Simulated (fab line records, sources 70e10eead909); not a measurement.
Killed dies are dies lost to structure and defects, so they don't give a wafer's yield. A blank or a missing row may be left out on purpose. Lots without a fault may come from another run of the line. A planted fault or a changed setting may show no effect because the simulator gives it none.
Chamber matching | flow nand_harc | NHARC_P_M2_DESCUM_14 on rie_diel-09: 4 sister chambers
The step chemistry O2, time 3 s. 4 wafers are shown with their chamber, then 10 later ones without.

WAFERS WITH THEIR CHAMBER
wafer  | chamber | drypump_motor_current_A (A)
L076.3 | 1       | 6.3
L077.2 | 0       | 5.9
L079.1 | 3       | 6.1
L079.5 | 2       | 5.8

WAFERS WITHOUT THEIR CHAMBER
wafer  | drypump_motor_current_A (A)
L079.6 | 6.1
L084.3 | 5.9
L084.4 | 5.8
L084.5 | 6.2
L086.3 | 6.3
L086.4 | 5.8
L086.6 | 6.3
L097.1 | 5.9
L097.3 | 5.8
L097.6 | 6.3

WHICH CHAMBER EACH WENT THROUGH
wafer  | from the rows above     | in truth
L079.6 | 3                       | 3
L084.3 | 0                       | 0
L084.4 | 2                       | 2
L084.5 | can't be placed: 1 or 3 | 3
L086.3 | 1                       | 1
L086.4 | 2                       | 2
L086.6 | 1                       | 1
L097.1 | 0                       | 0
L097.3 | 2                       | 2
L097.6 | 1                       | 1
Placed correctly: 9 of 10. Can't be placed from these rows: 1 (the true chamber is among the candidates in 1). Placed wrongly: 0.
How it was worked out, from the rows above alone: a wafer's distance from a chamber is the root of the sum, over the readings, of the square of ((its reading less the chamber's mean) divided by the reading's scatter). The wafer belongs to the nearest chamber; if the next one is less than 2 further off, it can't be placed. A chamber's mean is the mean of its shown wafers. The scatter: with one shown wafer a chamber, the root of the mean of the squares of how far each hidden wafer lies from its nearest shown one.
